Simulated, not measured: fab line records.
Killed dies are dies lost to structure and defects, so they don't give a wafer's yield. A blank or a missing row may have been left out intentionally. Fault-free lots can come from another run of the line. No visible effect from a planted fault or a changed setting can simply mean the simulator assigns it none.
Comparing a struck lot with a sound one -- flow n5Finfet -- 14 out of 1938 route steps
Sound: these wafers, L419.1, L419.3, L419.5. Struck: wafers L418.5, L418.6. (L418.3 of the same lot was not struck and is left out.) The cause comes at the end.
For every step that has rows: the tool of each side, followed by ch and its chambers, followed by its first start. Under that, the readings that differ: sound wafers -- struck wafers -- difference of the means -- sigmas: that difference in standard deviations of wafers without a fault.
alike: same words and numbers on both sides, and readings whose means sit less than 2 such deviations apart. not compared: any withheld reading, any reading some wafer has no value for, any bound like >300 that may hide the same value, and any number with overlapping values for which the record gives no deviation.
The two part at a step that has a row with sigmas, a row that says differs or no value, or rows on one side only. Numbers that don't overlap but have no deviation are shown without sigmas and don't part them. A reading that every wafer of one side lacks parts them only if that side has two wafers or more.

first, 9 steps without rows for these wafers: N5_MOL_CONTACT_COAG_DEVELOP_07 (develop time 30 s); N5_MOL_CONTACT_COAG_DESCUM_13 (chemistry O2, time 7 s); N5_MOL_CONTACT_COAG_ETCH_59 (etches underlayer in N2/H2, target depth 13 nm, time 10.4 s); N5_MOL_CONTACT_COAG_ETCH_105 (etches SiARC in CF4, target depth 15.6 nm, time 26 s); N5_MOL_CONTACT_COAG_ETCH_106 (etches SOC in N2/H2, target depth 80 nm, overetch 16 nm, time 120 s); N5_MOL_CONTACT_COAG_STRIP_107 (strips in N2/H2); N5_MOL_CONTACT_COAG_STRIP_108 (strips in N2/H2); N5_MOL_CONTACT_COAG_CONTACT_ETCH_14 (etches SiO2 in C4F6/O2, target depth 27.5 nm, overetch 8.5 nm, time 20 s); N5_MOL_CONTACT_COAG_STRIP_109 (strips in C4F6/O2).
N5_MOL_CONTACT_COAG_ETCH_15: etches SiNx in CH3F/O2, stops on Si:P, target depth 7 nm.
  sound on rieDiel-02 ch 0,2, day 7 14:42; struck on rieDiel-03 ch 1,2, day 7 03:19
reading,sound,struck,difference,sigmas
model.SOC_of_MOL_CONTACT_COAG_COAT_103.thkNm (nm),75.2 75.6 75.4,74.2 74,-1.3,
  alike: chamberPressureMTorr, drypumpMotorCurrentA, mfcArSccm, oesProductAu, rfVppV, showerheadPlenumPTorr, throttleValvePct
  not compared: rfHoursCounterH
N5_MOL_CONTACT_COAG_ETCH_110: etches Si in CF4/O2, target depth 2.5 nm, time 8 s.
  sound on rieDiel-02 ch 0,2, day 7 14:46; struck on rieDiel-03 ch 1,2, day 7 03:22
reading,sound,struck,difference,sigmas
model.SOC_of_MOL_CONTACT_COAG_COAT_103.thkNm (nm),73.6 74 73.8,72.8 72.6,-1.1,
  alike: chamberPressureMTorr, drypumpMotorCurrentA, mfcArSccm, oesProductAu, rfVppV, showerheadPlenumPTorr, throttleValvePct
  not compared: rfHoursCounterH
then, 1 step without rows for these wafers: N5_MOL_CONTACT_COAG_STRIP_98 (strips in N2/H2).
-- record jumps: 3 days separate the struck wafers' starts on either side; left off in module MOL_CONTACT_COAG, taken up again in module BEOL_M4, whose first shown step is the route's number 1111 --
N5_BEOL_M4_RC_MEAS_101:
  sound on prober-01 ch 0, day 13 07:28; struck on prober-01 ch 0, day 9 22:35
  alike: DIBL_N, DIBL_P, IOFF_N, IOFF_P, ION_N, ION_P, SS_N, SS_P, VT_N, VT_P
-- a jump in the record: the struck wafers' starts before and after are 3 days apart (it breaks off in module BEOL_M4 and resumes in module PASSIVATION, where the first step shown is number 1936 of the route) --
N5_PASSIVATION_PROBE_49:
  struck on prober-02, day 13 08:26; sound on prober-01, day 17 18:24
reading,sound,struck,difference,sigmas
defectLimitedYield (%),89.4 86.1 87.3,92.4 92.1,+4.7,+3
killedAtFrontEnd,63 73 92,40 40,-36,-3
killedDies,125 164 150,90 93,-55,-3
killedOpen,82 104 103,61 59,-36,-3
killedShort,40 58 46,29 30,-18,-2
sort_bin_5_function (%),6.2 7.8 7.5,3.9 4.4,-3.0,-3
sort_bin_6_memory (%),3.9 5.6 4.8,3.3 2.7,-1.8,-2
sortNPass,1055 1016 1030,1090 1087,+55,+3
sortYieldPct (%),89.4 86.1 87.3,92.4 92.1,+4.7,+3
  alike: killed_at_M0_to_M3, killed_at_M4_up, killedAtContacts, killedAtOther, sort_bin_8_speed

WHERE THEY PART
Only at N5_PASSIVATION_PROBE_49, within this record.

WHY: whatever the simulator had introduced
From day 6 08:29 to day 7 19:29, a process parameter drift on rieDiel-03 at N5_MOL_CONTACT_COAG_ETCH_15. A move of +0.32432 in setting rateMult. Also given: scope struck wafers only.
